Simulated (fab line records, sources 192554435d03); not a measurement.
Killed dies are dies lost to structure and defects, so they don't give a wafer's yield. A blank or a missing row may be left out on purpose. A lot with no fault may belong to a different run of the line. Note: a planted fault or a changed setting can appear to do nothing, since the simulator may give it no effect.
Matching of chambers -- flow n5 finfet -- ald sin-02 running N5_SPACER0_ALD_08: 4 sister chambers
The step deposits SiNx, target thk 2 nm. 4 wafers are shown with their chamber, then 8 later ones without.

== WAFERS PAIRED WITH THEIR CHAMBERS ==
wafer,chamber,heater power w (W)
L084.5,3,891
L092.2,1,917
L092.6,0,821
L093.3,2,872

== WAFERS WITHOUT THEIR CHAMBER ==
wafer,heater power w (W)
L093.5,893
L093.6,863
L095.2,824
L095.3,855
L095.6,877
L096.2,919
L096.5,917
L096.6,878

== EACH ONE'S CHAMBER ==
wafer,from the rows above,in truth
L093.5,3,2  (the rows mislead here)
L093.6,2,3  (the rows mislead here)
L095.2,0,0
L095.3,2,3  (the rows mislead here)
L095.6,can't be placed: 2 or 3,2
L096.2,1,1
L096.5,1,1
L096.6,can't be placed: 2 or 3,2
Correct placement for 3 of the 8. These rows do not allow placing 2 (true chamber among the candidates in 2). Placed wrongly: 3.
How it was worked out, from the rows above alone: a wafer's distance from a chamber is the root of the sum, over the readings, of the square of ((its reading less the chamber's mean) divided by the reading's scatter). The wafer belongs to the nearest chamber; if the next one is less than 2 further off, it can't be placed. For every chamber, the mean is computed from those of its wafers that are shown. The scatter: with one shown wafer a chamber, the root of the mean of the squares of how far each hidden wafer lies from its nearest shown one.
